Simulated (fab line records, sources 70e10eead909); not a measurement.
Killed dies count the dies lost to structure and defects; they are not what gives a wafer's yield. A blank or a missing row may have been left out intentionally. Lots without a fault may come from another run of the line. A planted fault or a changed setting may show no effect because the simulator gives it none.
fab line records | flow nand-harc | part 2 of 2: steps 5 to 6 of 6
record lots=21 wafers=63 last-day=34
route steps=1302 shown A_STAIRCASE@884 A_SGD_CUT@920 A_SLIT@936 A_CONTACT@1004
lots with no fault: from the same line, run without faults
start-h: hours from the record's opening day to when the first of the lot's shown wafers began | wait-h: hours elapsed since this lot's preceding step | " unchanged from the row above | L1.1+2: a single row standing in for several wafers | - no value present, or no start provided | * or withheld: withheld | < > ~ a bound
route shown NAME@n: a module of which the file shows steps, and the number in the route of the first | usual: mean/standard deviation of fault-free wafers | same: alike in all rows | chamber/n: place in a boat | sites: per-site readings | _std_site: standard deviation of those values | _edge_site: the outer-site mean with the inner-site mean subtracted | radius-mm: how far each site lies from the wafer's centre | mask NAME#n: copy n | behind: the tool/chamber that last shaped the wafer | hold: the reason the lot was held/the length of the hold in hours/how it ended | device: names the non-switching transistor (n, p or np) | end of line: tests of these same wafers at the route's end | where a step has no rows: the recipe by itself | killed: the dies lost at the first sort to structure and to defects; this is not the yield of the wafer | map: a wafer's dies, x killed, . not, _ none there
set.NAME: the setting the step ran with; set.NAME@STEP: the setting that earlier step ran with | model.NAME: the simulator's own value behind a step, which no gauge read
route steps across a sampled set of lots; one table per step, one row per wafer
services: a tool's chamber out of use, with start hour (start-h, from the record's first day; less than 0 if before it), hours out, and reason
## steps
# step NHARC_A_CONTACT_ETCH_51
# recipe target-depth-a=70000 over-etch-frac=0.3 time-s=1820 ion-energy-ev=150 o2-flow-sccm=400 cos-flow-sccm=20 ar-flow-sccm=0 rf-w=500 bias-w=300 chemistry=O2/COS
# usual cos-flow-sccm=20.01/0.061 drypump-motor-current-A=5.7/0.41 oes-product-au=0.998/0.012 rf-vpp-V=314.1/2.4 showerhead-plenum-p-Torr=3.12/0.15 throttle-valve-pct=28.329/0.01
# columns lot.wafer tool chamber start-h wait-h cos-flow-sccm drypump-motor-current-A oes-product-au rf-hours-counter-h rf-vpp-V showerhead-plenum-p-Torr throttle-valve-pct
L074.2 rie-diel-03 2 - - 19.96 6.0 1.016 3 314.2 3.15 28.336
L074.6 " 1 " " 20.01 5.7 0.994 - 314.1 3.17 28.341
L074.5 " 2 " " 19.97 6.0 1.018 - 313.9 3.15 28.322
L077.2 rie-diel-09 3 - - 20.01 6.0 1.020 3 316.9 3.37 28.342
L077.3 " 1 " " 19.95 5.8 1.028 3 317.3 3.34 28.329
L077.5 " 3 " " 20.07 6.0 1.018 - 315.8 3.37 28.328
L078.4 rie-diel-13 2 - - 20.05 5.1 1.009 59 316.3 3.21 28.337
L078.1 " 3 " " 20.18 6.4 1.003 56 312.6 2.95 28.326
L078.5 " 2 " " 19.84 5.1 1.011 - 314.7 3.21 28.318
L076.3 rie-diel-13 2 - - 20.05 5.1 1.008 60 315.9 3.21 28.326
L076.4 " 0 " " 20.01 5.1 0.994 58 317.7 3.29 28.316
L076.6 " 1 " " 20.06 5.3 0.984 - 316.2 3.15 28.332
L080.3 rie-diel-03 3 - - 19.93 5.7 0.989 9 311.9 2.90 28.335
L080.6 " 0 " " 20.00 6.0 0.990 - 310.3 2.90 28.339
L080.5 " 1 " " 20.00 5.8 0.980 - 314.1 3.16 28.319
L079.2 rie-diel-13 3 - - 20.04 6.4 0.999 1 311.0 2.95 28.318
L079.5 " 1 " " 20.07 5.3 0.998 - 315.4 3.15 28.339
L079.6 " 2 " " 19.91 5.1 0.992 - 315.0 3.21 28.341
L082.1 rie-diel-03 2 - - 19.99 6.0 1.001 14 315.0 3.15 28.353
L082.4 " 0 " " 19.95 6.0 1.025 14 310.0 2.89 28.321
L082.6 " 3 " " 19.98 5.7 1.003 - 308.9 2.90 28.315
L081.2 rie-diel-09 3 - - 20.11 6.0 1.015 23 316.4 3.36 28.328
L081.3 " 1 " " 20.02 5.8 1.017 21 315.7 3.33 28.334
L081.5 " 2 " " 19.93 6.1 1.010 - 313.1 3.07 28.323
L084.3 rie-diel-13 0 - - 19.96 5.0 0.995 21 315.0 3.28 28.326
L084.1 " 2 " " 19.96 5.1 0.988 21 315.9 3.20 28.320
L084.5 " 0 " " 19.89 5.0 0.994 - 318.3 3.28 28.326
L083.1 rie-diel-03 2 - - 20.00 6.0 0.999 17 312.8 3.15 28.325
L083.6 " 2 " " 20.05 6.0 1.001 - 314.6 3.15 28.315
L083.5 " 3 " " 19.98 5.7 0.996 - 310.2 2.90 28.331
L086.1 rie-diel-03 0 - - 19.98 6.0 1.002 20 310.5 2.89 28.309
L086.4 " 1 " " 19.96 5.8 0.990 22 314.0 3.16 28.353
L086.3 " 2 " " 19.94 6.0 1.018 21 315.6 3.14 28.336
L085.2 rie-diel-03 1 - - 20.03 5.8 0.983 23 314.3 3.16 28.329
L085.4 " 2 " " 20.02 6.0 1.008 22 312.9 3.14 28.326
L085.6 " 2 " " 20.03 6.0 1.002 - 315.9 3.14 28.333
L088.2 rie-diel-13 2 - - 19.99 5.1 0.988 36 315.6 3.19 28.319
L088.1 " 0 " " 20.07 5.1 0.993 38 316.4 3.27 28.341
L088.5 " 2 " " 19.96 5.1 0.989 - 313.1 3.19 28.337
L089.4 rie-diel-03 2 - - 19.99 6.1 1.006 1 314.3 3.14 28.332
L089.6 " 1 " " 20.03 5.7 0.973 - 315.6 3.15 28.322
L089.5 " 2 " " 19.89 6.0 1.003 - 314.5 3.14 28.327
L090.4 rie-diel-03 0 - - 19.89 6.0 1.009 2 316.8 3.37 28.331
L090.1 " 1 " " 19.93 5.8 0.981 2 314.4 3.15 28.349
L090.5 " 0 " " 19.97 6.0 1.010 - 317.7 3.37 28.325
L091.1 rie-diel-03 1 - - 20.11 5.8 0.983 5 315.7 3.15 28.319
L091.4 " 2 " " 20.12 6.0 1.014 4 314.7 3.14 28.327
L091.5 " 1 " " 20.12 5.8 0.982 - 315.5 3.15 28.330
L093.2 rie-diel-09 1 - - 20.01 5.8 1.013 44 316.1 3.32 28.310
L093.3 " 2 " " 19.97 6.2 0.997 55 312.2 3.06 28.337
L093.6 " 0 " " 19.94 4.9 0.989 - 313.6 3.08 28.327
L094.4 rie-diel-03 3 - - 19.99 5.7 1.011 10 311.5 2.89 28.323
L094.5 " 1 " " 19.94 5.8 0.979 - 313.8 3.15 28.325
L094.6 " 2 " " 19.97 6.0 0.998 - 312.8 3.14 28.320
L095.2 rie-diel-03 0 - - 20.03 6.0 1.003 13 318.8 3.37 28.327
L095.3 " 3 " " 20.01 5.8 1.007 11 310.4 2.89 28.321
L095.6 " 0 " " 20.09 6.0 0.993 - 316.2 3.37 28.342
L097.3 rie-diel-09 0 - - 20.11 4.9 0.998 15 314.5 3.07 28.321
L097.4 " 0 " " 20.17 4.9 0.989 - 312.8 3.07 28.338
L097.6 " 2 " " 20.00 6.2 0.986 - 312.7 3.05 28.340
L096.3 rie-diel-03 1 - - 19.95 5.8 0.985 15 313.6 3.15 28.324
L096.4 " 3 " " 20.03 5.7 1.000 16 310.2 2.89 28.333
L096.5 " 1 " " 20.02 5.8 0.982 - 315.1 3.15 28.325
# step NHARC_A_CONTACT_ETCH_102
# recipe target-depth-a=1000 overetch-a=100 time-s=55 ion-energy-ev=100 cf4-flow-sccm=80 o2-flow-sccm=20 ar-flow-sccm=0 rf-w=300 bias-w=100 chemistry=CF4/O2
# usual drypump-motor-current-A=5.7/0.43 oes_f_703_au=1.000/0.0043 oes-product-au=0.999/0.0095 rf-vpp-V=197.7/1.7 showerhead-plenum-p-Torr=1.33/0.066 throttle-valve-pct=13.397/0.0097
# columns lot.wafer tool chamber start-h wait-h drypump-motor-current-A oes_f_703_au oes-product-au rf-hours-counter-h rf-vpp-V showerhead-plenum-p-Torr throttle-valve-pct
L074.2 rie-diel-13 0 499.91 0.2 5.1 1.008 0.996 52 197.9 1.41 13.392
L074.6 " 1 " " 5.3 1.003 1.002 - 196.6 1.35 13.392
L074.5 " 2 " " 5.1 0.998 1.005 - 197.6 1.37 13.415
L077.2 rie-diel-03 3 519.98 0.1 5.7 0.998 0.997 7 198.8 1.24 13.395
L077.3 " 2 " " 6.0 1.001 1.008 8 196.2 1.35 13.368
L077.5 " 0 " " 6.0 0.997 1.005 - 195.6 1.23 13.404
L078.1 rie-diel-13 3 520.48 0.0 6.4 1.003 1.003 59 195.6 1.26 13.410
L078.4 " 1 " " 5.3 0.999 0.995 59 196.9 1.35 13.397
L078.5 " 3 " " 6.4 1.000 1.011 - 195.0 1.26 13.394
L076.4 rie-diel-09 0 522.54 0.1 4.9 0.997 0.986 5 195.9 1.33 13.379
L076.3 " 2 " " 6.2 1.009 1.001 5 196.7 1.32 13.392
L076.6 " 1 " " 5.8 1.001 1.034 - 200.9 1.43 13.399
L080.3 rie-diel-03 0 536.54 0.1 5.9 0.994 1.006 10 197.4 1.23 13.398
L080.6 " 0 " " 6.0 0.999 1.003 - 196.3 1.23 13.394
L080.5 " 1 " " 5.7 1.002 0.989 - 197.9 1.35 13.392
L079.2 rie-diel-13 3 537.15 0.3 6.4 1.007 0.996 4 195.9 1.26 13.404
L079.5 " 3 " " 6.4 0.999 0.996 - 197.4 1.26 13.393
L079.6 " 2 " " 5.1 0.997 0.985 - 200.1 1.37 13.390
L082.4 rie-diel-03 2 566.02 0.1 6.0 1.007 0.996 15 198.2 1.35 13.404
L082.1 " 1 " " 5.8 0.992 0.994 16 199.2 1.35 13.391
L082.6 " 3 " " 5.7 1.002 1.000 - 194.6 1.24 13.405
L081.2 rie-diel-03 1 572.46 0.1 5.7 1.005 1.000 17 197.0 1.35 13.413
L081.3 " 0 " " 6.0 0.993 1.007 16 194.9 1.23 13.418
L081.5 " 2 " " 6.0 1.003 1.008 - 198.3 1.35 13.399
L084.1 rie-diel-03 0 594.68 0.1 5.9 1.001 1.000 17 194.9 1.23 13.375
L084.3 " 2 " " 6.0 0.997 1.008 18 196.6 1.35 13.392
L084.5 " 3 " " 5.7 0.997 1.001 - 195.6 1.24 13.404
L083.1 rie-diel-09 0 594.92 0.1 4.9 1.002 0.994 28 198.0 1.32 13.400
L083.5 " 2 " " 6.2 1.007 0.991 - 197.7 1.31 13.400
L083.6 " 3 " " 6.0 1.000 1.013 - 200.5 1.44 13.391
L086.1 rie-diel-13 1 614.72 0.1 5.3 1.003 0.999 25 198.3 1.34 13.410
L086.4 " 2 " " 5.1 1.001 0.985 28 198.6 1.37 13.409
L086.3 " 3 " " 6.4 1.003 1.004 30 195.6 1.25 13.390
L085.4 rie-diel-03 2 615.44 0.1 6.1 1.004 1.004 23 195.7 1.34 13.399
L085.2 " 3 " " 5.7 0.997 1.005 22 194.6 1.23 13.380
L085.6 " 2 " " 6.0 0.996 1.014 - 198.6 1.34 13.390
L088.1 rie-diel-13 1 644.48 0.0 5.3 0.996 0.983 36 198.3 1.34 13.399
L088.2 " 2 " " 5.1 1.004 0.995 37 199.3 1.36 13.397
L088.5 " 1 " " 5.3 1.001 0.981 - 197.9 1.34 13.375
L089.4 rie-diel-09 1 654.47 0.1 5.8 1.007 1.017 37 199.9 1.43 13.383
L089.6 " 1 " " 5.8 1.001 1.009 - 200.3 1.43 13.399
L089.5 " 2 " " 6.2 1.001 0.998 - 195.3 1.31 13.405
L090.4 rie-diel-13 1 659.40 0.1 5.3 1.005 0.987 41 197.7 1.34 13.384
L090.1 " 2 " " 5.1 0.992 0.987 42 198.5 1.36 13.398
L090.5 " 1 " " 5.3 0.991 0.984 - 197.8 1.34 13.397
L091.4 rie-diel-03 3 672.79 0.1 5.7 1.006 0.989 5 197.1 1.23 13.395
L091.1 " 1 " " 5.8 1.000 0.975 6 199.4 1.35 13.386
L091.5 " 2 " " 6.0 1.005 1.002 - 198.8 1.34 13.406
L093.3 rie-diel-03 0 673.70 0.1 5.9 0.991 1.001 6 200.1 1.44 13.382
L093.2 " 3 " " 5.7 1.004 0.994 5 194.7 1.23 13.407
L093.6 " 0 " " 5.9 0.999 0.997 - 199.8 1.44 13.395
L094.4 rie-diel-03 2 708.10 0.1 6.0 0.998 1.014 11 198.5 1.34 13.382
L094.6 " 3 " " 5.7 1.002 1.003 - 194.1 1.23 13.390
L094.5 " 0 " " 6.0 0.997 1.006 - 198.9 1.44 13.407
L095.2 rie-diel-13 1 718.37 0.1 5.3 1.005 1.009 4 197.1 1.33 13.394
L095.3 " 2 " " 5.1 0.995 1.005 4 197.9 1.36 13.400
L095.6 " 3 " " 6.4 1.001 1.013 - 195.7 1.25 13.394
L097.4 rie-diel-09 3 728.74 0.1 6.0 1.006 1.003 11 199.7 1.43 13.412
L097.3 " 0 " " 4.9 0.995 0.991 17 198.1 1.31 13.407
L097.6 " 1 " " 5.8 1.007 1.006 - 198.7 1.42 13.384
L096.3 rie-diel-13 0 743.82 0.1 5.0 1.004 0.998 7 199.3 1.39 13.404
L096.4 " 1 " " 5.3 0.994 1.008 14 199.1 1.33 13.400
L096.5 " 2 " " 5.1 1.000 0.996 - 197.7 1.36 13.393
## services
# columns tool chamber start-h hours kind
rie-diel-09 2 427.96 6.4 repair
rie-diel-13 3 438.47 4.7 repair
rie-diel-03 0 443.78 4.8 repair
rie-diel-03 - 445.47 0.8 repair
rie-diel-03 0 450.98 7.5 repair
rie-diel-03 - 458.39 9.0 pm
rie-diel-09 0 459.93 16.0 repair
rie-diel-01 1 466.54 23.9 repair
rie-diel-13 - 478.05 0.4 repair
rie-diel-09 - 497.23 9.0 pm
rie-diel-13 1 534.71 5.6 repair
rie-diel-01 - 557.88 9.0 pm
rie-diel-01 2 607.30 20.7 repair
rie-diel-09 1 614.05 21.8 repair
rie-diel-03 - 635.49 9.0 pm
rie-diel-09 2 636.53 4.5 repair
rie-diel-09 3 667.97 27.0 repair
rie-diel-09 - 674.23 9.0 pm
rie-diel-09 - 690.00 1.5 repair
rie-diel-13 - 697.55 9.0 pm
rie-diel-03 1 709.16 9.5 repair
rie-diel-13 0 716.02 8.3 repair
rie-diel-03 2 719.35 2.9 repair
rie-diel-09 1 722.39 2.7 repair
